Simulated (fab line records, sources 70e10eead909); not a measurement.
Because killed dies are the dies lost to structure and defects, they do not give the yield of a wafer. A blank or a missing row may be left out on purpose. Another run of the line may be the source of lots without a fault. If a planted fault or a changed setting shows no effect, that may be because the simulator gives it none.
Which tool was responsible? || flow nand_harc || 23 lots, 69 wafers sampled, at 2 steps of a route of 1159

== WHAT EACH GAUGE READ, for each wafer ==
NHARC_A_ONON_D1_THK_MEAS_21: measures by ellipsometry.
{"lot": "L074", "measured": "day 8 01:06", "on": "film_metro-01", "thk_nm (nm)": "1010 1009 1010"}
{"lot": "L075", "measured": "day 8 09:44", "on": "film_metro-02", "thk_nm (nm)": "992 992 993"}
{"lot": "L076", "measured": "day 8 15:57", "on": "film_metro-02", "thk_nm (nm)": "994 994 993"}
{"lot": "L079", "measured": "day 9 08:11", "on": "film_metro-01", "thk_nm (nm)": "1016 1017 1015"}
{"lot": "L077", "measured": "day 9 07:50", "on": "film_metro-01", "thk_nm (nm)": "972 975 973"}
{"lot": "L078", "measured": "day 9 07:59", "on": "film_metro-01", "thk_nm (nm)": "1001 1002 1003"}
{"lot": "L081", "measured": "day 9 20:58", "on": "film_metro-01", "thk_nm (nm)": "1009 1008 1010"}
{"lot": "L080", "measured": "day 9 20:58", "on": "film_metro-01", "thk_nm (nm)": "1004 1003 1001"}
{"lot": "L083", "measured": "day 10 08:22", "on": "film_metro-02", "thk_nm (nm)": "983 979 981"}
{"lot": "L082", "measured": "day 10 08:23", "on": "film_metro-01", "thk_nm (nm)": "1012 1013 1013"}
{"lot": "L086", "measured": "day 12 07:14", "on": "film_metro-01", "thk_nm (nm)": "1011 1012 1014"}
{"lot": "L084", "measured": "day 12 07:14", "on": "film_metro-02", "thk_nm (nm)": "1015 1013 1014"}
{"lot": "L085", "measured": "day 12 10:55", "on": "film_metro-01", "thk_nm (nm)": "994 994 993"}
{"lot": "L087", "measured": "day 12 11:25", "on": "film_metro-01", "thk_nm (nm)": "994 994 994"}
{"lot": "L088", "measured": "day 12 11:04", "on": "film_metro-01", "thk_nm (nm)": "971 972 971"}
{"lot": "L091", "measured": "day 12 11:12", "on": "film_metro-01", "thk_nm (nm)": "983 983 984"}
{"lot": "L089", "measured": "day 12 18:28", "on": "film_metro-01", "thk_nm (nm)": "1021 1023 1021"}
{"lot": "L092", "measured": "day 12 18:47", "on": "film_metro-02", "thk_nm (nm)": "1012 1014 1013"}
{"lot": "L090", "measured": "day 12 18:39", "on": "film_metro-01", "thk_nm (nm)": "999 1000 1002"}
{"lot": "L094", "measured": "day 12 23:04", "on": "film_metro-01", "thk_nm (nm)": "993 992 992"}
{"lot": "L093", "measured": "day 12 23:04", "on": "film_metro-01", "thk_nm (nm)": "985 984 982"}
{"lot": "L096", "measured": "day 13 03:43", "on": "film_metro-02", "thk_nm (nm)": "1004 1004 1002"}
{"lot": "L097", "measured": "day 13 17:11", "on": "film_metro-02", "thk_nm (nm)": "1008 1010 1007"}

== WHICH TOOL RAN EACH LOT (tool, then ch and the chambers of the sampled wafers, then the start) ==
{"lot": "L074", "NHARC_P_M2_ETCH_28": "rie_diel-11 ch 0,3, day 8 01:06 or earlier"}
{"lot": "L075", "NHARC_P_M2_ETCH_28": "rie_diel-09 ch 1,2, day 8 09:44 or earlier"}
{"lot": "L076", "NHARC_P_M2_ETCH_28": "rie_diel-09 ch 0,1,2, day 8 15:57 or earlier"}
{"lot": "L079", "NHARC_P_M2_ETCH_28": "rie_diel-09 ch 0,1,2, day 9 08:11 or earlier"}
{"lot": "L077", "NHARC_P_M2_ETCH_28": "rie_diel-09 ch 0,1,2, day 9 07:50 or earlier"}
{"lot": "L078", "NHARC_P_M2_ETCH_28": "rie_diel-13 ch 1,2,3, day 9 07:59 or earlier"}
{"lot": "L081", "NHARC_P_M2_ETCH_28": "rie_diel-13 ch 1,2,3, day 9 20:58 or earlier"}
{"lot": "L080", "NHARC_P_M2_ETCH_28": "rie_diel-09 ch 0,1, day 9 20:58 or earlier"}
{"lot": "L083", "NHARC_P_M2_ETCH_28": "rie_diel-09 ch 0,3, day 10 08:22 or earlier"}
{"lot": "L082", "NHARC_P_M2_ETCH_28": "rie_diel-11 ch 1,2,3, day 10 08:23 or earlier"}
{"lot": "L086", "NHARC_P_M2_ETCH_28": "rie_diel-09 ch 1,3, day 12 07:14 or earlier"}
{"lot": "L084", "NHARC_P_M2_ETCH_28": "rie_diel-09 ch 1,2, day 12 07:14 or earlier"}
{"lot": "L085", "NHARC_P_M2_ETCH_28": "rie_diel-11 ch 0,2,3, day 12 10:55 or earlier"}
{"lot": "L087", "NHARC_P_M2_ETCH_28": "rie_diel-09 ch 0,1,3, day 12 11:25 or earlier"}
{"lot": "L088", "NHARC_P_M2_ETCH_28": "rie_diel-13 ch 1,2,3, day 12 11:04 or earlier"}
{"lot": "L091", "NHARC_P_M2_ETCH_28": "rie_diel-09 ch 1,2,3, day 12 11:12 or earlier"}
{"lot": "L089", "NHARC_P_M2_ETCH_28": "rie_diel-09 ch 1,2,3, day 12 18:28 or earlier"}
{"lot": "L092", "NHARC_P_M2_ETCH_28": "rie_diel-13 ch 1,2,3, day 12 18:47 or earlier"}
{"lot": "L090", "NHARC_P_M2_ETCH_28": "rie_diel-09 ch 0,1, day 12 18:39 or earlier"}
{"lot": "L094", "NHARC_P_M2_ETCH_28": "rie_diel-09 ch 0,1,2, day 12 23:04 or earlier"}
{"lot": "L093", "NHARC_P_M2_ETCH_28": "rie_diel-09 ch 0,1, day 12 23:04 or earlier"}
{"lot": "L096", "NHARC_P_M2_ETCH_28": "rie_diel-09 ch 0,2,3, day 13 03:43 or earlier"}
{"lot": "L097", "NHARC_P_M2_ETCH_28": "rie_diel-13 ch 1,2, day 13 17:11 or earlier"}
- NHARC_P_M2_ETCH_28: etches the open film in CF4/N2, target depth 30 nm, time 72.99 s.

== WHAT THE TOOLS THEMSELVES READ (means of the sampled wafers that have a number; where no wafer has one, the mark that the record gives instead) ==
NHARC_P_M2_ETCH_28.
{"lot": "L074", "tool": "rie_diel-11", "drypump_motor_current_A (A)": 5.2, "oes_product_au (a.u.)": 1.003, "rf_vpp_V (V)": 311.9, "showerhead_plenum_p_Torr (Torr)": 2.51, "throttle_valve_pct (%)": 19.789}
{"lot": "L075", "tool": "rie_diel-09", "drypump_motor_current_A (A)": 5.7, "oes_product_au (a.u.)": 0.996, "rf_vpp_V (V)": 317.4, "showerhead_plenum_p_Torr (Torr)": 2.77, "throttle_valve_pct (%)": 19.797}
{"lot": "L076", "tool": "rie_diel-09", "drypump_motor_current_A (A)": 5.8, "oes_product_au (a.u.)": 1.001, "rf_vpp_V (V)": 315.5, "showerhead_plenum_p_Torr (Torr)": 2.73, "throttle_valve_pct (%)": 19.792}
{"lot": "L079", "tool": "rie_diel-09", "drypump_motor_current_A (A)": 5.8, "oes_product_au (a.u.)": 1.000, "rf_vpp_V (V)": 316.0, "showerhead_plenum_p_Torr (Torr)": 2.73, "throttle_valve_pct (%)": 19.803}
{"lot": "L077", "tool": "rie_diel-09", "drypump_motor_current_A (A)": 5.9, "oes_product_au (a.u.)": 0.986, "rf_vpp_V (V)": 316.6, "showerhead_plenum_p_Torr (Torr)": 2.73, "throttle_valve_pct (%)": 19.786}
{"lot": "L078", "tool": "rie_diel-13", "drypump_motor_current_A (A)": 5.9, "oes_product_au (a.u.)": 1.001, "rf_vpp_V (V)": 314.7, "showerhead_plenum_p_Torr (Torr)": 2.62, "throttle_valve_pct (%)": 19.794}
{"lot": "L081", "tool": "rie_diel-13", "drypump_motor_current_A (A)": 5.9, "oes_product_au (a.u.)": 1.020, "rf_vpp_V (V)": 312.5, "showerhead_plenum_p_Torr (Torr)": 2.62, "throttle_valve_pct (%)": 19.798}
{"lot": "L080", "tool": "rie_diel-09", "drypump_motor_current_A (A)": 5.8, "oes_product_au (a.u.)": 1.004, "rf_vpp_V (V)": 315.6, "showerhead_plenum_p_Torr (Torr)": 2.75, "throttle_valve_pct (%)": 19.801}
{"lot": "L083", "tool": "rie_diel-09", "drypump_motor_current_A (A)": 5.6, "oes_product_au (a.u.)": 1.005, "rf_vpp_V (V)": 315.2, "showerhead_plenum_p_Torr (Torr)": 2.71, "throttle_valve_pct (%)": 19.787}
{"lot": "L082", "tool": "rie_diel-11", "drypump_motor_current_A (A)": 5.7, "oes_product_au (a.u.)": 0.995, "rf_vpp_V (V)": 312.3, "showerhead_plenum_p_Torr (Torr)": 2.57, "throttle_valve_pct (%)": 19.788}
{"lot": "L086", "tool": "rie_diel-09", "drypump_motor_current_A (A)": 5.4, "oes_product_au (a.u.)": 0.997, "rf_vpp_V (V)": 316.8, "showerhead_plenum_p_Torr (Torr)": 2.79, "throttle_valve_pct (%)": 19.785}
{"lot": "L084", "tool": "rie_diel-09", "drypump_motor_current_A (A)": 5.8, "oes_product_au (a.u.)": 1.005, "rf_vpp_V (V)": 317.3, "showerhead_plenum_p_Torr (Torr)": 2.75, "throttle_valve_pct (%)": 19.798}
{"lot": "L085", "tool": "rie_diel-11", "drypump_motor_current_A (A)": 5.6, "oes_product_au (a.u.)": 1.007, "rf_vpp_V (V)": 312.6, "showerhead_plenum_p_Torr (Torr)": 2.53, "throttle_valve_pct (%)": 19.801}
{"lot": "L087", "tool": "rie_diel-09", "drypump_motor_current_A (A)": 5.5, "oes_product_au (a.u.)": 0.995, "rf_vpp_V (V)": 317.0, "showerhead_plenum_p_Torr (Torr)": 2.75, "throttle_valve_pct (%)": 19.790}
{"lot": "L088", "tool": "rie_diel-13", "drypump_motor_current_A (A)": 6.0, "oes_product_au (a.u.)": 1.008, "rf_vpp_V (V)": 314.4, "showerhead_plenum_p_Torr (Torr)": 2.62, "throttle_valve_pct (%)": 19.795}
{"lot": "L091", "tool": "rie_diel-09", "drypump_motor_current_A (A)": 5.4, "oes_product_au (a.u.)": 1.002, "rf_vpp_V (V)": 316.6, "showerhead_plenum_p_Torr (Torr)": 2.77, "throttle_valve_pct (%)": 19.798}
{"lot": "L089", "tool": "rie_diel-09", "drypump_motor_current_A (A)": 5.4, "oes_product_au (a.u.)": 0.998, "rf_vpp_V (V)": 316.5, "showerhead_plenum_p_Torr (Torr)": 2.77, "throttle_valve_pct (%)": 19.796}
{"lot": "L092", "tool": "rie_diel-13", "drypump_motor_current_A (A)": 5.9, "oes_product_au (a.u.)": 1.005, "rf_vpp_V (V)": 313.9, "showerhead_plenum_p_Torr (Torr)": 2.61, "throttle_valve_pct (%)": 19.792}
{"lot": "L090", "tool": "rie_diel-09", "drypump_motor_current_A (A)": 5.9, "oes_product_au (a.u.)": 0.996, "rf_vpp_V (V)": 315.8, "showerhead_plenum_p_Torr (Torr)": 2.71, "throttle_valve_pct (%)": 19.797}
{"lot": "L094", "tool": "rie_diel-09", "drypump_motor_current_A (A)": 5.8, "oes_product_au (a.u.)": 1.004, "rf_vpp_V (V)": 315.9, "showerhead_plenum_p_Torr (Torr)": 2.73, "throttle_valve_pct (%)": 19.794}
{"lot": "L093", "tool": "rie_diel-09", "drypump_motor_current_A (A)": 5.9, "oes_product_au (a.u.)": 0.994, "rf_vpp_V (V)": 315.3, "showerhead_plenum_p_Torr (Torr)": 2.71, "throttle_valve_pct (%)": 19.793}
{"lot": "L096", "tool": "rie_diel-09", "drypump_motor_current_A (A)": 5.5, "oes_product_au (a.u.)": 1.001, "rf_vpp_V (V)": 316.4, "showerhead_plenum_p_Torr (Torr)": 2.73, "throttle_valve_pct (%)": 19.795}
{"lot": "L097", "tool": "rie_diel-13", "drypump_motor_current_A (A)": 6.1, "oes_product_au (a.u.)": 1.007, "rf_vpp_V (V)": 313.3, "showerhead_plenum_p_Torr (Torr)": 2.59, "throttle_valve_pct (%)": 19.795}

== THE ANSWER, worked out from the rows above alone ==
Rule: the lots themselves supply what counts as usual. Put in order of their means at a reading, lots are off if they are a third of the lots or fewer, leave a main group of 4 or more, and stand apart from it by a gap of 3 or more times the standard deviation of the main group's means; of several such gaps the widest counts. Not used: any main group whose means are identical at the precision the tables above print for the reading. Also off: a lot with no number at a reading for which 4 or more lots have one. All remaining lots with rows at the step are treated as sound. Order of review: gauges by route order, followed by the tools' own readings, for which a lot's mean as printed above is used. The first step at which some lot is off is used, and at that step the reading that is off furthest; a lot without a number counts as furthest.
Across all readings shown, no lot is off: no conclusion can be drawn from this.

== WHAT THE SIMULATOR HAD INSERTED ==
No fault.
